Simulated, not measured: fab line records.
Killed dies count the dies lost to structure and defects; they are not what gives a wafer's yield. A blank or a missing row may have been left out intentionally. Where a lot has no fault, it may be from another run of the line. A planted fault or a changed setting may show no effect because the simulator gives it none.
fab line records :: flow n5Finfet
record:
  lots: 4
  wafers: 11
  lastDay: 20
route steps=1938 shown MOL_CONTACT_COAG@626 BEOL_M0_SAQP@632 BEOL_M0_CUTY@710 BEOL_M4@1111 PASSIVATION@1936
lots untouched by any fault: they come from a run of this same line in which no faults occurred
startH: start of the lot's first displayed wafer, in hours after the record's first day :: waitH: time in hours since the lot's previous step :: " repeats the value in the row above :: L1.1+2: several wafers, shown together as one row :: - no value, or no start was given :: * or withheld: withheld :: < > ~ a bound
route shown NAME@n: names a module that has steps shown in the file, with the first one's number in the route :: usual: average and standard deviation across the fault-free wafers :: same: alike in all rows :: chamber/n: place in a boat :: sites: readings site by site :: _std_site: how widely they spread, as a standard deviation :: _edge_site: mean of outer sites minus mean of inner sites :: radiusMm: for every site, how far away it sits from the centre of the wafer :: mask NAME#n: copy n :: behind: tool/chamber where the wafer was last shaped :: hold: what put the lot on hold/how long, in hours/how the hold closed :: device: whichever transistor did not switch (one of n, p or np) :: end of line: the route-end tests of the same wafers :: a step with no rows: only its recipe :: killed: dies that structure and defects cost at the first sort, which is not the same as the wafer's yield :: map: a wafer's dies, marking killed ones x, the rest . and places with no die _
set.NAME: the setting that was run; set.NAME@STEP: the one run at that earlier step :: model.NAME: the simulator's own value behind a step, which no gauge read
lots seen at some steps along the route; tables by step, rows by wafer
services: from which hour (startH, from the record's first day; less than 0 if before it) a tool's chamber was out of use, for how many hours, and why
== steps ==
step: N5_MOL_CONTACT_COAG_SRD_128
recipe:
  dryTimeS: 32
  dry: n2Spin
  spinRpm: 1500
step: N5_MOL_CONTACT_COAG_CMP_52
recipe:
  stopOn: SiO2
  tOverpolishS: 1.5
  postCmpClean: wDiluteNh4oh
  downForcePsi: 4
  platenRpm: 50.289
  padVelocityMS: 1.0006
  targetThkNm: 66.5
step: N5_MOL_CONTACT_COAG_ANNEAL_112
recipe:
  tempC: 400
  timeS: 1800
  ambient: HPD2
  pressureAtm: 10
step: N5_BEOL_M0_SAQP_PECVD_00
recipe:
  material: SiCN
  targetThkA: 80
  tempC: withheld
  precursor: 3MS/NH3
  pressureTorr: 3
  rfW: 202
  timeS: 14
step: N5_BEOL_M0_SAQP_ILD_DEP_01
recipe:
  material: SiOC
  targetThkA: 454.19
  tempC: 350
  precursor: DEMS/O2
  pressureTorr: 5
  rfW: 500
  timeS: 8.7
step: N5_BEOL_M0_SAQP_HM_DEP_02
recipe:
  material: TiN
  targetThkA: 120
  tempC: 25
  chamberPressurePa: 0.49996
step: N5_BEOL_M0_SAQP_PECVD_03
recipe:
  material: SiCN
  targetThkA: 120
  tempC: withheld
  precursor: 3MS/NH3
  pressureTorr: 3
  rfW: 202
  timeS: 21.1
step: N5_BEOL_M0_SAQP_PECVD_96
recipe:
  material: a-Si
  targetThkA: 450
  tempC: 350
  precursor: SiH4/He
  pressureTorr: 3
  rfW: 100
  timeS: 45.2
step: N5_BEOL_M0_SAQP_PECVD_97
recipe:
  material: SiNx
  targetThkA: 230
  tempC: 350
  precursor: SiH4/NH3/N2
  pressureTorr: 1.5
  rfW: 300
  timeS: 19.9
step: N5_BEOL_M0_SAQP_PECVD_04
recipe:
  material: a-Si
  targetThkA: 600
  tempC: 350
  precursor: SiH4/He
  pressureTorr: 3
  rfW: 100
  timeS: 60.2
usual:
  heaterPowerW: 649/84
  showerheadPlenumPTorr: 5.68/0.056
  throttleValvePct: 18.7/1.5
lot.wafer: L463.1
tool: pecvd-01
chamber: 2
startH: 149.43
waitH: 0.0
heaterPowerW: 611
showerheadPlenumPTorr: 5.67
sinceWetCleanH: 261
throttleValvePct: 17.2

lot.wafer: L463.5
tool: pecvd-01
chamber: 2
startH: 149.43
waitH: 0.0
heaterPowerW: 620
showerheadPlenumPTorr: 5.69
sinceWetCleanH: -
throttleValvePct: 17.2

lot.wafer: L463.6
tool: pecvd-01
chamber: 0
startH: 149.43
waitH: 0.0
heaterPowerW: 598
showerheadPlenumPTorr: 5.65
sinceWetCleanH: -
throttleValvePct: 19.0

lot.wafer: L467.3
tool: pecvd-01
chamber: 1
startH: 172.01
waitH: 0.0
heaterPowerW: 451
showerheadPlenumPTorr: 5.67
sinceWetCleanH: 1782
throttleValvePct: 18.4

lot.wafer: L467.5
tool: pecvd-01
chamber: 0
startH: 172.01
waitH: 0.0
heaterPowerW: 590
showerheadPlenumPTorr: 5.67
sinceWetCleanH: -
throttleValvePct: 19.0

lot.wafer: L467.6
tool: pecvd-01
chamber: 2
startH: 172.01
waitH: 0.0
heaterPowerW: 611
showerheadPlenumPTorr: 5.68
sinceWetCleanH: -
throttleValvePct: 17.6

lot.wafer: L471.3
tool: pecvd-04
chamber: 2
startH: 199.37
waitH: 0.0
heaterPowerW: 609
showerheadPlenumPTorr: 5.56
sinceWetCleanH: 512
throttleValvePct: 17.4

lot.wafer: L471.4
tool: pecvd-04
chamber: 2
startH: 199.37
waitH: 0.0
heaterPowerW: 601
showerheadPlenumPTorr: 5.57
sinceWetCleanH: -
throttleValvePct: 17.5

lot.wafer: L479.2
tool: pecvd-01
chamber: 2
startH: 249.81
waitH: 0.0
heaterPowerW: 726
showerheadPlenumPTorr: 5.67
sinceWetCleanH: 361
throttleValvePct: 17.4

lot.wafer: L479.3
tool: pecvd-01
chamber: 1
startH: 249.81
waitH: 0.0
heaterPowerW: 484
showerheadPlenumPTorr: 5.67
sinceWetCleanH: 1860
throttleValvePct: 18.3

lot.wafer: L479.5
tool: pecvd-01
chamber: 2
startH: 249.81
waitH: 0.0
heaterPowerW: 594
showerheadPlenumPTorr: 5.66
sinceWetCleanH: -
throttleValvePct: 17.3
step: N5_BEOL_M0_SAQP_HM_DEP_111
recipe:
  material: SiO2
  targetThkA: 120
  tempC: 400
  precursor: SiH4/N2O
  pressureTorr: 0.75
  rfW: 275
  timeS: 7.2
step: N5_BEOL_M0_SAQP_COAT_81
recipe:
  resist: SOC
  tempC: 250
  timeS: 60
  spinRpm: 1500
  resistThkNm: 100
step: N5_BEOL_M0_SAQP_COAT_82
recipe:
  resist: SiARC
  tempC: 220
  timeS: 60
  spinRpm: 1500
  resistThkNm: 30
step: N5_BEOL_M0_SAQP_COAT_08
recipe:
  resist: CAR-ArF
  spinRpm: 1500
  resistThkNm: 90
step: N5_BEOL_M0_SAQP_EBR_10
recipe:
  solvent: PGMEA
  ebrWidthMm: 1.5
step: N5_BEOL_M0_SAQP_SOFTBAKE_09
recipe:
  tempC: 110
  timeS: 60
  resist: CAR-ArF
step: N5_BEOL_M0_SAQP_EXPOSE_11
recipe:
  maskId: M0_CORE
  na: 1.35
  sourceShape: dipole
  sigmaInner: 0.538
  sigmaOuter: 0.738
  polarization: te
  targetCdNm: 42
  doseMj: 55
step: N5_BEOL_M0_SAQP_PEB_12
recipe:
  pebTempC: withheld
  pebTimeS: 60
  resist: CAR-ArF
step: N5_BEOL_M0_SAQP_DEVELOP_13
recipe:
  developTimeS: 30
  developer: TMAH
  resist: CAR-ArF
  devTempC: 23
  rinseLiquid: diw
  dry: airSpin
step: N5_BEOL_M0_SAQP_INSPECT_16
recipe:
  mode: adi
  inspectInstrument: brightfield
usual:
  rawDefectCount: 511/130
lot.wafer: L463.1
tool: defectInspect-02
chamber: -
startH: 150.06
waitH: 0.0
rawDefectCount: 1796

lot.wafer: L463.5
tool: defectInspect-02
chamber: -
startH: 150.06
waitH: 0.0
rawDefectCount: 1832

lot.wafer: L463.6
tool: defectInspect-02
chamber: -
startH: 150.06
waitH: 0.0
rawDefectCount: 446

lot.wafer: L467.3
tool: defectInspect-02
chamber: -
startH: 172.64
waitH: 0.0
rawDefectCount: 603

lot.wafer: L467.5
tool: defectInspect-02
chamber: -
startH: 172.64
waitH: 0.0
rawDefectCount: 631

lot.wafer: L467.6
tool: defectInspect-02
chamber: -
startH: 172.64
waitH: 0.0
rawDefectCount: 2152

lot.wafer: L471.3
tool: defectInspect-02
chamber: -
startH: 199.88
waitH: 0.0
rawDefectCount: 300

lot.wafer: L471.4
tool: defectInspect-02
chamber: -
startH: 199.88
waitH: 0.0
rawDefectCount: 541

lot.wafer: L479.2
tool: defectInspect-02
chamber: -
startH: 250.32
waitH: 0.0
rawDefectCount: 529

lot.wafer: L479.3
tool: defectInspect-02
chamber: -
startH: 250.32
waitH: 0.0
rawDefectCount: 514

lot.wafer: L479.5
tool: defectInspect-02
chamber: -
startH: 250.32
waitH: 0.0
rawDefectCount: 440
step: N5_BEOL_M0_SAQP_DESCUM_19
recipe:
  chemistry: O2
  timeS: 7.9
  sourcePowerW: 50
  biasPowerW: 20
  pressureMtorr: 20
  rfFrequencyHz: 2.712e+07
  tempC: 40
  resist: CAR-ArF
  o2FlowSccm: 225
step: N5_BEOL_M0_SAQP_ETCH_83
recipe:
  chemistry: CF4
  target: SiARC
  targetDepthA: 390
  maskMaterial: CAR-ArF
  timeS: 65
  ionEnergyEv: 80
  pressureMtorr: 40
  sourceW: 545
  biasW: 36
  Ar_flow_sccm: 100
  cf4FlowSccm: 100
  ends: cleared
step: N5_BEOL_M0_SAQP_ETCH_84
recipe:
  chemistry: N2/H2
  target: SOC
  targetDepthA: 1000
  overetchA: 200
  maskMaterial: SiARC
  tempC: 40
  timeS: 150
  ionEnergyEv: 200
  pressureMtorr: 30
  sourceW: 840
  biasW: 150
  n2FlowSccm: 200
  h2FlowSccm: 200
step: N5_BEOL_M0_SAQP_STRIP_80
recipe:
  chemistry: N2/H2
  tempC: 40
  n2FlowSccm: 200
  h2FlowSccm: 200
  rfFrequencyHz: 6e+07
step: N5_BEOL_M0_SAQP_HM_OPEN_112
recipe:
  chemistry: CHF3/O2
  target: SiO2
  stopOn: a-Si
  targetDepthA: 120
  overEtchFrac: 1.25
  maskMaterial: SOC
  timeS: 13.5
  pressureMtorr: 30
  sourceW: 650
  biasW: 170
  Ar_flow_sccm: 200
  CHF3_flow_sccm: 50
  O2_flow_sccm: 5
  ionEnergyEv: 200
  ends: endPoint
step: N5_BEOL_M0_SAQP_STRIP_113
recipe:
  chemistry: CHF3/O2
  resist: SiARC
  rfFrequencyHz: 6e+07
step: N5_BEOL_M0_SAQP_MANDREL_ETCH_20
recipe:
  targetDepthA: 600
  chemistry: HBr/Cl2
  target: a-Si
  stopOn: SiNx
  btTimeS: 10
  maskMaterial: SOC
  overEtchFrac: 0.5
  timeS: 30
  pressureMtorr: 10
  icpW: 800
  biasW: 75
  HBr_flow_sccm: 150
  Cl2_flow_sccm: 80
  ends: endPoint
step: N5_BEOL_M0_SAQP_STRIP_86
recipe:
  chemistry: N2/H2
  powerW: 500
  tempC: 40
  pressureMtorr: 50
  rfFrequencyHz: 6e+07
  overashFraction: 0.3
  biasPowerW: 28
  h2Frac: 0.5
  n2FlowSccm: 300
  h2FlowSccm: 300
step: N5_BEOL_M0_SAQP_STRIP_115
recipe:
  chemistry: postEtchResidueRemover
  timeS: 60
  tempC: 25
  removerPh: withheld
  removerWaterWtPct: withheld
  removerFluorideWtPct: withheld
step: N5_BEOL_M0_SAQP_SRD_93
recipe:
  dry: ipaMarangoni
  timeS: 30
  tempC: 23
  rinseLiquid: diw
step: N5_BEOL_M0_SAQP_RECESS_114
recipe:
  chemistry: HF/NH3
  target: SiO2
  targetDepthA: 144
  afsCycles: 3
  tempC: 30
  sublimationTempC: 180
  sublimationTimeS: 60
step: N5_BEOL_M0_SAQP_SPACER1_ALD_98
recipe:
  material: SiO2
  targetThkA: 128
  tempC: 300
  aldPrecursorFamily: BDEAS
  aldCoReactant: O2-plasma
  pulseTimeS: 1
  purgeTimeS: 2
  coReactantPurgeTimeS: 2
  aldCycles: 138
  pressureTorr: 2
step: N5_BEOL_M0_SAQP_SPACER1_ETCHBACK_99
recipe:
  chemistry: CHF3/O2
  mode: anisotropicEtchback
  target: SiO2
  targetDepthA: 154
  timeS: 7.7
  pressureMtorr: 30
  sourceW: 650
  biasW: 170
  Ar_flow_sccm: 200
  CHF3_flow_sccm: 50
  O2_flow_sccm: 5
  ionEnergyEv: 200
step: N5_BEOL_M0_SAQP_MANDREL1_REMOVE_100
recipe:
  chemistry: HBr/Cl2/O2
  btTimeS: 10
  target: a-Si
  stopOn: SiNx
  endpoint: OES-SiCl
  overEtchFrac: 0.85
  icpW: 600
  biasW: 30
  HBr_flow_sccm: 150
  Cl2_flow_sccm: 80
  O2_flow_sccm: 5
  pressureMtorr: 10
step: N5_BEOL_M0_SAQP_ETCH_101
recipe:
  chemistry: CH3F/O2
  target: SiNx
  maskMaterial: SiO2
  targetDepthA: 299
  timeS: 42.7
  pressureMtorr: 30
  sourceW: 395
  biasW: 73
  Ar_flow_sccm: 150
  CH3F_flow_sccm: 30
  O2_flow_sccm: 20
  ionEnergyEv: 120
step: N5_BEOL_M0_SAQP_INSPECT_42
recipe:
  mode: adi
  inspectInstrument: brightfield
usual:
  rawDefectCount: 276/74
lot.wafer: L463.1
tool: defectInspect-02
chamber: -
startH: 154.85
waitH: 0.1
rawDefectCount: 1668

lot.wafer: L463.5
tool: defectInspect-02
chamber: -
startH: 154.85
waitH: 0.1
rawDefectCount: 1679

lot.wafer: L463.6
tool: defectInspect-02
chamber: -
startH: 154.85
waitH: 0.1
rawDefectCount: 213

lot.wafer: L467.3
tool: defectInspect-02
chamber: -
startH: 176.40
waitH: 0.0
rawDefectCount: 316

lot.wafer: L467.5
tool: defectInspect-02
chamber: -
startH: 176.40
waitH: 0.0
rawDefectCount: 216

lot.wafer: L467.6
tool: defectInspect-02
chamber: -
startH: 176.40
waitH: 0.0
rawDefectCount: 1776

lot.wafer: L471.3
tool: defectInspect-02
chamber: -
startH: 203.93
waitH: 0.0
rawDefectCount: 170

lot.wafer: L471.4
tool: defectInspect-02
chamber: -
startH: 203.93
waitH: 0.0
rawDefectCount: 318

lot.wafer: L479.2
tool: defectInspect-02
chamber: -
startH: 255.78
waitH: 0.0
rawDefectCount: 361

lot.wafer: L479.3
tool: defectInspect-02
chamber: -
startH: 255.78
waitH: 0.0
rawDefectCount: 320

lot.wafer: L479.5
tool: defectInspect-02
chamber: -
startH: 255.78
waitH: 0.0
rawDefectCount: 247
step: N5_BEOL_M0_CUTY_INSPECT_59
recipe:
  mode: adi
  inspectInstrument: macro
usual:
  rawDefectCount: 1.9/1.3
lot.wafer: L463.1
tool: defectInspect-02
chamber: -
startH: 156.44
waitH: 0.0
rawDefectCount: >300

lot.wafer: L463.5
tool: defectInspect-02
chamber: -
startH: 156.44
waitH: 0.0
rawDefectCount: >300

lot.wafer: L463.6
tool: defectInspect-02
chamber: -
startH: 156.44
waitH: 0.0
rawDefectCount: 2

lot.wafer: L467.3
tool: defectInspect-02
chamber: -
startH: 177.97
waitH: 0.0
rawDefectCount: 1

lot.wafer: L467.5
tool: defectInspect-02
chamber: -
startH: 177.97
waitH: 0.0
rawDefectCount: 1

lot.wafer: L467.6
tool: defectInspect-02
chamber: -
startH: 177.97
waitH: 0.0
rawDefectCount: >300

lot.wafer: L471.3
tool: defectInspect-02
chamber: -
startH: 206.45
waitH: 0.0
rawDefectCount: 1

lot.wafer: L471.4
tool: defectInspect-02
chamber: -
startH: 206.45
waitH: 0.0
rawDefectCount: 3

lot.wafer: L479.2
tool: defectInspect-01
chamber: -
startH: 257.19
waitH: 0.0
rawDefectCount: 1

lot.wafer: L479.3
tool: defectInspect-01
chamber: -
startH: 257.19
waitH: 0.0
rawDefectCount: 0

lot.wafer: L479.5
tool: defectInspect-01
chamber: -
startH: 257.19
waitH: 0.0
rawDefectCount: 0
step: N5_BEOL_M4_RC_MEAS_101
usual:
  DIBL_N: 36.5/2.1
  DIBL_P: 36.6/2.6
  IOFF_N: 0.17/0.044
  IOFF_P: 0.21/0.048
  ION_N: 674/17
  ION_P: 462/9.5
  SS_N: 71.6/0.77
  SS_P: 73.5/0.72
  VT_N: 250/4.2
  VT_P: -250/3.9
lot.wafer: L463.1
tool: prober-02
chamber: 0
startH: 256.87
waitH: 0.0
DIBL_N[mV/V]: 37.4
DIBL_P[mV/V]: 36.7
IOFF_N[nA/um]: 0.18
IOFF_P[nA/um]: 0.20
ION_N[uA/um]: 687
ION_P[uA/um]: 463
SS_N[mV/dec]: 71.2
SS_P[mV/dec]: 73.7
VT_N[mV]: 247
VT_P[mV]: -252

lot.wafer: L463.5
tool: prober-02
chamber: 0
startH: 256.87
waitH: 0.0
DIBL_N[mV/V]: 37.1
DIBL_P[mV/V]: 36.7
IOFF_N[nA/um]: 0.17
IOFF_P[nA/um]: 0.20
ION_N[uA/um]: 680
ION_P[uA/um]: 463
SS_N[mV/dec]: 71.1
SS_P[mV/dec]: 74.0
VT_N[mV]: 247
VT_P[mV]: -252

lot.wafer: L463.6
tool: prober-02
chamber: 0
startH: 256.87
waitH: 0.0
DIBL_N[mV/V]: 35.8
DIBL_P[mV/V]: 35.7
IOFF_N[nA/um]: 0.14
IOFF_P[nA/um]: 0.17
ION_N[uA/um]: 673
ION_P[uA/um]: 456
SS_N[mV/dec]: 70.4
SS_P[mV/dec]: 73.7
VT_N[mV]: 251
VT_P[mV]: -257

lot.wafer: L467.3
tool: prober-01
chamber: 0
startH: 276.03
waitH: 0.3
DIBL_N[mV/V]: 38.7
DIBL_P[mV/V]: 40.4
IOFF_N[nA/um]: 0.24
IOFF_P[nA/um]: 0.26
ION_N[uA/um]: 685
ION_P[uA/um]: 466
SS_N[mV/dec]: 71.9
SS_P[mV/dec]: 74.7
VT_N[mV]: 247
VT_P[mV]: -251

lot.wafer: L467.5
tool: prober-01
chamber: 0
startH: 276.03
waitH: 0.3
DIBL_N[mV/V]: 34.3
DIBL_P[mV/V]: 34.4
IOFF_N[nA/um]: 0.13
IOFF_P[nA/um]: 0.17
ION_N[uA/um]: 661
ION_P[uA/um]: 453
SS_N[mV/dec]: 71.3
SS_P[mV/dec]: 72.4
VT_N[mV]: 255
VT_P[mV]: -257

lot.wafer: L467.6
tool: prober-01
chamber: 0
startH: 276.03
waitH: 0.3
DIBL_N[mV/V]: 34.7
DIBL_P[mV/V]: 35.8
IOFF_N[nA/um]: 0.15
IOFF_P[nA/um]: 0.19
ION_N[uA/um]: 678
ION_P[uA/um]: 462
SS_N[mV/dec]: 70.9
SS_P[mV/dec]: 73.5
VT_N[mV]: 250
VT_P[mV]: -255

lot.wafer: L471.3
tool: prober-02
chamber: 0
startH: 301.10
waitH: 0.8
DIBL_N[mV/V]: 34.5
DIBL_P[mV/V]: 33.2
IOFF_N[nA/um]: 0.11
IOFF_P[nA/um]: 0.18
ION_N[uA/um]: 653
ION_P[uA/um]: 450
SS_N[mV/dec]: 70.7
SS_P[mV/dec]: 72.4
VT_N[mV]: 254
VT_P[mV]: -252

lot.wafer: L471.4
tool: prober-02
chamber: 0
startH: 301.10
waitH: 0.8
DIBL_N[mV/V]: 40.4
DIBL_P[mV/V]: 39.9
IOFF_N[nA/um]: 0.24
IOFF_P[nA/um]: 0.30
ION_N[uA/um]: 693
ION_P[uA/um]: 479
SS_N[mV/dec]: 72.2
SS_P[mV/dec]: 73.5
VT_N[mV]: 243
VT_P[mV]: -246

lot.wafer: L479.2
tool: prober-01
chamber: 0
startH: 349.58
waitH: 0.2
DIBL_N[mV/V]: 35.7
DIBL_P[mV/V]: 35.2
IOFF_N[nA/um]: 0.14
IOFF_P[nA/um]: 0.15
ION_N[uA/um]: 662
ION_P[uA/um]: 452
SS_N[mV/dec]: 71.3
SS_P[mV/dec]: 72.9
VT_N[mV]: 256
VT_P[mV]: -257

lot.wafer: L479.3
tool: prober-01
chamber: 0
startH: 349.58
waitH: 0.2
DIBL_N[mV/V]: 35.8
DIBL_P[mV/V]: 36.3
IOFF_N[nA/um]: 0.14
IOFF_P[nA/um]: 0.18
ION_N[uA/um]: 667
ION_P[uA/um]: 459
SS_N[mV/dec]: 70.6
SS_P[mV/dec]: 72.9
VT_N[mV]: 254
VT_P[mV]: -253

lot.wafer: L479.5
tool: prober-01
chamber: 0
startH: 349.58
waitH: 0.2
DIBL_N[mV/V]: 33.6
DIBL_P[mV/V]: 35.2
IOFF_N[nA/um]: 0.10
IOFF_P[nA/um]: 0.16
ION_N[uA/um]: 652
ION_P[uA/um]: 458
SS_N[mV/dec]: 70.4
SS_P[mV/dec]: 73.0
VT_N[mV]: 256
VT_P[mV]: -254
step: N5_PASSIVATION_PROBE_49
usual:
  defectLimitedYield: 91.2/1.5
  killed_at_M0_to_M3: 36/10
  killed_at_M4_up: 14/5.2
  killedAtContacts: 12/6
  killedAtFrontEnd: 37/10
  killedAtOther: 4/3.3
  killedDies: 104/18
  killedOnRim: 14/4.1
  killedOpen: 68/14
  killedShort: 34/7.4
  sort_bin_5_function: 5.2/1
  sort_bin_6_memory: 3.3/0.7
  sortNPass: 1076/18
  sortYieldPct: 91.2/1.5
same:
  grossDies: 1180
  killedAtBackSide: 0
  sort_bin_4_leakage[%]: 0
  sort_bin_8_speed[%]: 0
lot.wafer: L463.1
tool: prober-01
chamber: -
startH: 377.98
waitH: 0.0
defectLimitedYield[%]: 83.4
killed_at_M0_to_M3: 131
killed_at_M4_up: 11
killedAtContacts: 11
killedAtFrontEnd: 38
killedAtOther: 5
killedDies: 196
killedOnRim: 29
killedOpen: 62
killedShort: 28
sort_bin_5_function[%]: 9.7
sort_bin_6_memory[%]: 3.7
sortNPass: 984
sortYieldPct[%]: 83.4

lot.wafer: L463.5
tool: prober-01
chamber: -
startH: 378.18
waitH: 0.2
defectLimitedYield[%]: 81.0
killed_at_M0_to_M3: 143
killed_at_M4_up: 18
killedAtContacts: 7
killedAtFrontEnd: 49
killedAtOther: 7
killedDies: 224
killedOnRim: 36
killedOpen: 74
killedShort: 45
sort_bin_5_function[%]: 10.4
sort_bin_6_memory[%]: 4.3
sortNPass: 956
sortYieldPct[%]: 81.0

lot.wafer: L467.3
tool: prober-01
chamber: -
startH: 388.79
waitH: 0.1
defectLimitedYield[%]: 91.6
killed_at_M0_to_M3: 41
killed_at_M4_up: 7
killedAtContacts: 7
killedAtFrontEnd: 43
killedAtOther: 1
killedDies: 99
killedOnRim: 12
killedOpen: 66
killedShort: 33
sort_bin_5_function[%]: 5.9
sort_bin_6_memory[%]: 2.3
sortNPass: 1081
sortYieldPct[%]: 91.6

lot.wafer: L467.5
tool: prober-01
chamber: -
startH: 388.89
waitH: 0.2
defectLimitedYield[%]: 90.7
killed_at_M0_to_M3: 34
killed_at_M4_up: 13
killedAtContacts: 7
killedAtFrontEnd: 54
killedAtOther: 2
killedDies: 110
killedOnRim: 14
killedOpen: 68
killedShort: 40
sort_bin_5_function[%]: 7.0
sort_bin_6_memory[%]: 2.1
sortNPass: 1070
sortYieldPct[%]: 90.7

lot.wafer: L467.6
tool: prober-01
chamber: -
startH: 388.94
waitH: 0.3
defectLimitedYield[%]: 83.5
killed_at_M0_to_M3: 140
killed_at_M4_up: 18
killedAtContacts: 5
killedAtFrontEnd: 29
killedAtOther: 3
killedDies: 195
killedOnRim: 30
killedOpen: 62
killedShort: 28
sort_bin_5_function[%]: 8.6
sort_bin_6_memory[%]: 4.0
sortNPass: 985
sortYieldPct[%]: 83.5

lot.wafer: L471.3
tool: prober-01
chamber: -
startH: 399.16
waitH: 0.1
defectLimitedYield[%]: 90.8
killed_at_M0_to_M3: 51
killed_at_M4_up: 11
killedAtContacts: 11
killedAtFrontEnd: 31
killedAtOther: 4
killedDies: 108
killedOnRim: 21
killedOpen: 68
killedShort: 40
sort_bin_5_function[%]: 5.4
sort_bin_6_memory[%]: 3.6
sortNPass: 1072
sortYieldPct[%]: 90.8

lot.wafer: L471.4
tool: prober-01
chamber: -
startH: 399.21
waitH: 0.2
defectLimitedYield[%]: 91.5
killed_at_M0_to_M3: 42
killed_at_M4_up: 14
killedAtContacts: 2
killedAtFrontEnd: 28
killedAtOther: 14
killedDies: 100
killedOnRim: 12
killedOpen: 58
killedShort: 33
sort_bin_5_function[%]: 4.8
sort_bin_6_memory[%]: 3.3
sortNPass: 1080
sortYieldPct[%]: 91.5
killed by level:class
L463.1 BEOL_M0_SAQP:unspecified=103 FIN_SAQP:geometricParticle:open=12 MOL_CONTACT_COAG:geometricParticle:open=9 STI_FIN_REVEAL:geometricParticle:open=7 BEOL_M0_SAQP:geometricParticle:open=7 FIN_SAQP:geometricParticle:short=6 BEOL_M0_SAQP:geometricParticle:short=6 BEOL_M2:geometricParticle:open=6
L463.5 BEOL_M0_SAQP:unspecified=103 BEOL_M0_SAQP:geometricParticle:short=19 FIN_SAQP:geometricParticle:short=11 STI_FIN_REVEAL:geometricParticle:open=11 FIN_SAQP:geometricParticle:open=8 BEOL_M0_SAQP:geometricParticle:open=7 BEOL_M2:geometricParticle:open=7 BEOL_M4:geometricParticle:open=7
L467.3 BEOL_M0_SAQP:geometricParticle:short=10 STI_FIN_REVEAL:geometricParticle:open=10 BEOL_M3:geometricParticle:open=9 FIN_SAQP:geometricParticle:open=8 BEOL_M0_SAQP:geometricParticle:open=8 STI_FIN_REVEAL:geometricParticle:short=7 MOL_CONTACT_COAG:geometricParticle:open=7 BEOL_M1:geometricParticle:open=7
L467.5 STI_FIN_REVEAL:geometricParticle:open=13 FIN_SAQP:geometricParticle:short=10 FIN_SAQP:geometricParticle:open=8 BEOL_M3:geometricParticle:open=8 BEOL_M0_SAQP:geometricParticle:short=7 DUMMY_GATE:geometricParticle:open=6 STARTING-WAFER:geometricParticle:short=6 MOL_CONTACT_COAG:geometricParticle:open=5
L467.6 BEOL_M0_SAQP:unspecified=105 FIN_SAQP:geometricParticle:open=13 BEOL_M0_SAQP:geometricParticle:short=11 BEOL_M2:geometricParticle:open=8 BEOL_M4:geometricParticle:open=8 BEOL_M0_SAQP:geometricParticle:open=6 STI_FIN_REVEAL:geometricParticle:open=5 BEOL_M3:geometricParticle:open=5
L471.3 BEOL_M0_SAQP:geometricParticle:open=18 BEOL_M0_SAQP:geometricParticle:short=16 FIN_SAQP:geometricParticle:open=10 FIN_SAQP:geometricParticle:short=9 MOL_CONTACT_COAG:geometricParticle:open=9 BEOL_M3:geometricParticle:open=6 STI_FIN_REVEAL:geometricParticle:open=4 BEOL_M1:geometricParticle:open=4
L471.4 BEOL_M0_SAQP:geometricParticle:open=9 PASSIVATION:areaEtch=9 BEOL_M0_SAQP:geometricParticle:short=8 FIN_SAQP:geometricParticle:open=7 FIN_SAQP:geometricParticle:short=6 BEOL_M3:geometricParticle:open=6 BEOL_M4:geometricParticle:open=6 BEOL_M0:geometricParticle:open=5
map L463.5 (x killed, . not)
_________________.........xx.________________
______________...x..x..........._____________
___________....xx.............x....__________
__________..........x.....x........._________
________......x.x......x.............._______
_______x.............x.................______
______..............x.x.....x.......x.x._____
_____.x..................................____
____x....x.....x.....x.x...........x......___
___.x..........x......x....x.........xx....__
___......xx..x.........x.......x...x......x__
__...............xxx..........xx.....x.x...._
__.........x..........x....................x_
_............x.............x......x.xx.......
_......x...x..........................x......
_....x.x...xx........x..............x...x....
_....x.................x.....................
_......x.........xx...............xx.....x...
_...x......x...x....................xx.xx...x
_.x...x..x........x.....xx..........xxxxxxxx.
_x.....x........................x.xxxxxxxxxxx
__...........x........x...........xxxxxxxxxx_
__.......x............x.......xx.xxxxxxxxxxx_
___x......................x.....xxxxxxxxxxx__
___..x...x.................x...xxxxxxxxxxxx__
____x......xx...x.........xx.x.x.xxxxxxxxx___
_____..............x..x........x.xxxxxxxx____
______.........................x.xxxxxxx_____
_______x........x.x...x..x...x..xx.xxxx______
________......x.......x.........x..xxx_______
__________..........x..............x_________
___________....x.........x...x.....__________
______________..x..x............_____________
_________________............________________
map L467.6 (x killed, . not)
_________________..........x.________________
______________x........x...x...._____________
___________.....xx......x.......x..__________
__________....................x....._________
________.x...x....x..................._______
_______...x..................x.........______
______.............x.........xx....x...._____
_____...x...........x............x.......____
____.....................x....x...........___
___......x........x....................x...__
___............x...x.......................__
__..........x.................x............._
__x............x...xx...x...x..............._
_..................xx......x...............x.
_................x.......................x...
_.....xx..x.......x.............x.......x....
_.........x......x..x................x.x.....
_........x............x.....................x
_......xx.x.......................x..x.......
_.........................x.......xxxxxxxxxxx
_x............xx..................xx.xxxxxxxx
__...............x........x...x.xxxxxxxxxxxx_
__........xx........x............xxxxxxxxxxx_
___.x......................x...xxxxxxxxxxxx__
___...............x...x.xx......xxxxxxxxxxx__
____...........x.....xx..........xxxxxxxxx___
_____....................x....xxxxxxxxxxx____
______.........................x.x.xxxxx_____
_______.x.................x.......xxxxx______
________...............x.......x..xx.x_______
__________..xx..................x..._________
___________.....x...........x......__________
______________..........x......._____________
_________________..x...x.....________________
== services ==
tool: pecvd-01
chamber: 0
startH: 126.68
hours: 2.1
kind: scheduledDown

tool: pecvd-01
chamber: 1
startH: 132.36
hours: 2.1
kind: scheduledDown

tool: pecvd-04
chamber: -
startH: 137.39
hours: 14.6
kind: pm

tool: pecvd-04
chamber: -
startH: 162.72
hours: 5.5
kind: pm

tool: pecvd-04
chamber: 0
startH: 180.19
hours: 2.1
kind: scheduledDown

tool: pecvd-01
chamber: -
startH: 194.92
hours: 1.3
kind: repair

tool: pecvd-04
chamber: 2
startH: 238.72
hours: 5.5
kind: scheduledDown

tool: pecvd-04
chamber: 1
startH: 247.44
hours: 2.1
kind: scheduledDown
== key ==
firstSign:
  step: N5_BEOL_M0_SAQP_INSPECT_16
  reading: rawDefectCount
  direction: up
  sigmas: 11
  usual: 511
  struck: 1927
effect:
  step: N5_BEOL_M0_SAQP_INSPECT_42
  reading: rawDefectCount
  direction: up
  sigmas: 19
  usual: 276
  struck: 1708
effect:
  step: N5_BEOL_M0_CUTY_INSPECT_59
  reading: rawDefectCount
  direction: up
  sigmas: 99+
  usual: 1.9
  struck: >300
effect:
  step: N5_PASSIVATION_PROBE_49
  reading: killed_at_M0_to_M3
  direction: up
  sigmas: 9.7
  usual: 36
  struck: 138
moreKillsBornAt:
  N5_BEOL_M0_SAQP_PECVD_04@pecvd-01: 311
metAt N5_BEOL_M0_SAQP_PECVD_04
struckWafers L463.1,L463.5,L467.6
fault:
  kind: chamberParticleSource
  tool: pecvd-01
  chamber: 2
  onsetH: 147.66
  steps: N5_BEOL_M0_SAQP_PECVD_04
  ratePerVisitCm2: 2.1932
  endH: 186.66
